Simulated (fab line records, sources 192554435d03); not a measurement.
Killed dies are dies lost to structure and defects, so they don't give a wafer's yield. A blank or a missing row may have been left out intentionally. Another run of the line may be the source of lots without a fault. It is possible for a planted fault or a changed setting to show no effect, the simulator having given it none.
Split-lot experiment + flow n5Finfet + on a route of 1938 steps: 7 lots, 21 wafers read

== ABOUT THE SPLIT ==
At N5_BEOL_M13_COAT_65 (time 60 s, resist thk 350 nm), the setting spinRpm was moved away from the recipe's 1500 rpm on 6 of the 21 wafers read, by -11.2% to +5.3%. This setting was run at the recipe's value on the other wafers.

The reading comes from the split's own step.

== THE READING ==
SOC_of_BEOL_M13_COAT_65.thkNm (the simulator's own value, which no gauge read), in nm, at N5_BEOL_M13_COAT_65 (time 60 s, resist thk 350 nm). The file gives no usual value for it. Average 350.1 nm, standard deviation 1 nm, over the 15 wafers here run with the recipe.

| wafer  | tool, chamber at the split | spinRpm as run, rpm | against the recipe | SOC_of_BEOL_M13_COAT_65.thkNm, nm | against lot-mates on the recipe |
|--------|----------------------------|---------------------|--------------------|-----------------------------------|---------------------------------|
| L074.2 | lithoTrack-01, 0           | 1500                | recipe             | 350.2                             | -                               |
| L074.4 | lithoTrack-01, 0           | 1500                | recipe             | 350.8                             | -                               |
| L074.6 | lithoTrack-01, 0           | 1500                | recipe             | 351.2                             | -                               |
| L076.1 | lithoTrack-05, 0           | 1500                | recipe             | 349.4                             | -                               |
| L076.4 | lithoTrack-05, 0           | 1500                | recipe             | 348.2                             | -                               |
| L076.6 | lithoTrack-05, 0           | 1500                | recipe             | 349.8                             | -                               |
| L080.1 | lithoTrack-01, 0           | 1500                | recipe             | 351                               | -                               |
| L080.4 | lithoTrack-01, 0           | 1500                | recipe             | 351                               | -                               |
| L080.5 | lithoTrack-01, 0           | 1500                | recipe             | 349.4                             | -                               |
| L089.1 | lithoTrack-04, 0           | 1332                | -11.2%             | 373.2                             | +22.6                           |
| L089.3 | lithoTrack-04, 0           | 1500                | recipe             | 350.6                             | -                               |
| L089.5 | lithoTrack-04, 0           | 1500                | recipe             | 350.6                             | -                               |
| L083.1 | lithoTrack-05, 0           | 1558                | +3.9%              | 344.4                             | -6.2                            |
| L083.3 | lithoTrack-05, 0           | 1500                | recipe             | 350.6                             | -                               |
| L083.5 | lithoTrack-05, 0           | 1558                | +3.9%              | 343.2                             | -7.4                            |
| L097.1 | lithoTrack-05, 0           | 1579                | +5.3%              | 344                               | -7.8                            |
| L097.2 | lithoTrack-05, 0           | 1500                | recipe             | 351.8                             | -                               |
| L097.5 | lithoTrack-05, 0           | 1579                | +5.3%              | 342.4                             | -9.4                            |
| L096.3 | lithoTrack-05, 0           | 1500                | recipe             | 348.2                             | -                               |
| L096.5 | lithoTrack-05, 0           | 1500                | recipe             | 349.4                             | -                               |
| L096.6 | lithoTrack-05, 0           | 1346                | -10.3%             | 366.8                             | +18.0                           |

FIT RESULTS
A straight line over all 21 wafers: SOC_of_BEOL_M13_COAT_65.thkNm changes by -1.74 nm for each +1% of spinRpm; r = -0.98; the points scatter about the line by 1.4 nm.
The same after taking each lot's own level away (the mean of its wafers on the recipe; 21 wafers): -1.84 nm for each +1%; r = -0.99; scatter 0.82 nm.
The reading moves by 21 nm for the largest change in spinRpm, on that fit.
Measured against the standard deviation above, the lots' own levels, which go from 348.80 to 351.80 nm, span 2.9 times it.
The two slopes are in agreement: the lot-to-lot level therefore moves the slope only a little.
Check: for one of the wafers moved furthest among these (-11.2%), held out of the fit, the line's prediction against its lot-mates is +19.3 nm. Against them it came out at +22.6 nm.

== THE OTHER SPLITS THESE WAFERS WENT THROUGH ==
Other splits were also applied to these wafers ahead of the reading. Each is held against what the fit with the lots' levels taken away leaves over:
| other split on the same wafers | wafers away from the commonest value | r with SOC_of_BEOL_M13_COAT_65.thkNm (lot level and that fit taken away) |
|--------------------------------|--------------------------------------|--------------------------------------------------------------------------|
| N5_BEOL_M11_VIA_ETCH_34 timeS  | 4                                    | -0.18                                                                    |
| N5_BEOL_M12_COAT_04 spinRpm    | 3                                    | -0.41                                                                    |
| N5_BEOL_M12_EXPOSE_07 doseMj   | 12                                   | -0.02                                                                    |

== THE FILE'S OWN FIT ==
SOC_of_BEOL_M13_COAT_65.thkNm changes by -1.86 nm for each +1% of spinRpm, r = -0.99.
